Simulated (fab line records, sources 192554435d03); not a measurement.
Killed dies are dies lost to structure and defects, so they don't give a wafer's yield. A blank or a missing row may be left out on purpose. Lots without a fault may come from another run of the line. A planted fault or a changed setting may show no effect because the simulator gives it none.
Chamber matching | flow n5_finfet | N5_BEOL_M10_STRIP_19 on rie_diel-03: 4 sister chambers
The step strips in O2. 27 wafers are shown with their chamber, then 12 later ones without.

WAFERS WITH THEIR CHAMBER
wafer  | chamber | drypump_motor_current_A (A) | showerhead_plenum_p_Torr (Torr) | throttle_valve_pct (%)
L074.1 | 0       | 5.5                         | 2.04                            | 16.30
L074.4 | 1       | 6.5                         | 2.20                            | 16.61
L074.6 | 0       | 5.5                         | 2.04                            | 16.30
L076.1 | 3       | 4.8                         | 2.16                            | 17.03
L076.2 | 0       | 5.5                         | 2.04                            | 16.31
L076.3 | 1       | 6.5                         | 2.20                            | 16.64
L076.4 | 2       | 5.3                         | 1.98                            | 16.83
L076.5 | 0       | 5.5                         | 2.04                            | 16.33
L076.6 | 3       | 4.8                         | 2.16                            | 17.03
L075.1 | 3       | 4.8                         | 2.16                            | 17.00
L075.4 | 0       | 5.5                         | 2.04                            | 16.30
L075.5 | 0       | 5.5                         | 2.04                            | 16.33
L077.1 | 3       | 4.8                         | 2.15                            | 17.05
L077.4 | 2       | 5.3                         | 1.97                            | 16.85
L077.5 | 3       | 4.8                         | 2.15                            | 17.01
L080.2 | 3       | 4.9                         | 2.15                            | 17.03
L080.3 | 0       | 5.5                         | 2.04                            | 16.33
L080.6 | 3       | 4.8                         | 2.15                            | 17.02
L079.4 | 0       | 5.5                         | 2.04                            | 16.33
L079.5 | 2       | 5.3                         | 1.97                            | 16.86
L079.6 | 1       | 6.5                         | 2.20                            | 16.65
L082.1 | 3       | 4.9                         | 2.15                            | 17.06
L082.5 | 2       | 5.3                         | 1.97                            | 16.84
L082.6 | 1       | 6.5                         | 2.20                            | 16.65
L084.2 | 3       | 4.8                         | 2.15                            | 17.01
L084.3 | 0       | 5.5                         | 2.04                            | 16.35
L084.5 | 3       | 4.9                         | 2.15                            | 17.06

SIGNATURES (means of the wafers above)
reading                  | chamber 0 | chamber 1 | chamber 2 | chamber 3 | scatter within a chamber
drypump_motor_current_A  | 5.500     | 6.500     | 5.300     | 4.830     | 0.0302
showerhead_plenum_p_Torr | 2.0400    | 2.2000    | 1.9725    | 2.1530    | 0.00352
throttle_valve_pct       | 16.3200   | 16.6375   | 16.8450   | 17.0300   | 0.0189
Rule: a wafer's distance from a chamber is the root of the sum, over the readings, of the square of ((its reading less the chamber's mean) divided by the reading's scatter). The wafer belongs to the nearest chamber; if the next one is less than 2 further off, it can't be placed. The scatter: the root of (the sum of the squares of (reading less its chamber's mean) over the shown wafers, divided by (wafers less chambers)).

WAFERS WITHOUT THEIR CHAMBER
wafer  | drypump_motor_current_A (A) | showerhead_plenum_p_Torr (Torr) | throttle_valve_pct (%)
L090.1 | 5.5                         | 2.03                            | 16.39
L090.5 | 6.5                         | 2.19                            | 16.66
L090.6 | 5.3                         | 2.23                            | 16.42
L091.2 | 5.3                         | 2.23                            | 16.43
L091.3 | 5.5                         | 2.03                            | 16.39
L091.4 | 6.5                         | 2.19                            | 16.70
L093.2 | 5.5                         | 2.03                            | 16.40
L093.3 | 6.5                         | 2.19                            | 16.70
L093.4 | 4.8                         | 2.15                            | 16.56
L097.1 | 4.9                         | 2.14                            | 16.61
L097.2 | 6.5                         | 2.19                            | 16.71
L097.5 | 4.9                         | 2.14                            | 16.58

WHICH CHAMBER EACH WENT THROUGH
wafer  | from the rows above     | in truth
L090.1 | 0                       | 0
L090.5 | 1                       | 1
L090.6 | can't be placed: 3 or 1 | 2
L091.2 | can't be placed: 3 or 1 | 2
L091.3 | 0                       | 0
L091.4 | 1                       | 1
L093.2 | 0                       | 0
L093.3 | 1                       | 1
L093.4 | 3                       | 3
L097.1 | 3                       | 3
L097.2 | 1                       | 1
L097.5 | 3                       | 3
Placed correctly: 10 of 12. Can't be placed from these rows: 2 (the true chamber is among the candidates in 0). Placed wrongly: 0.
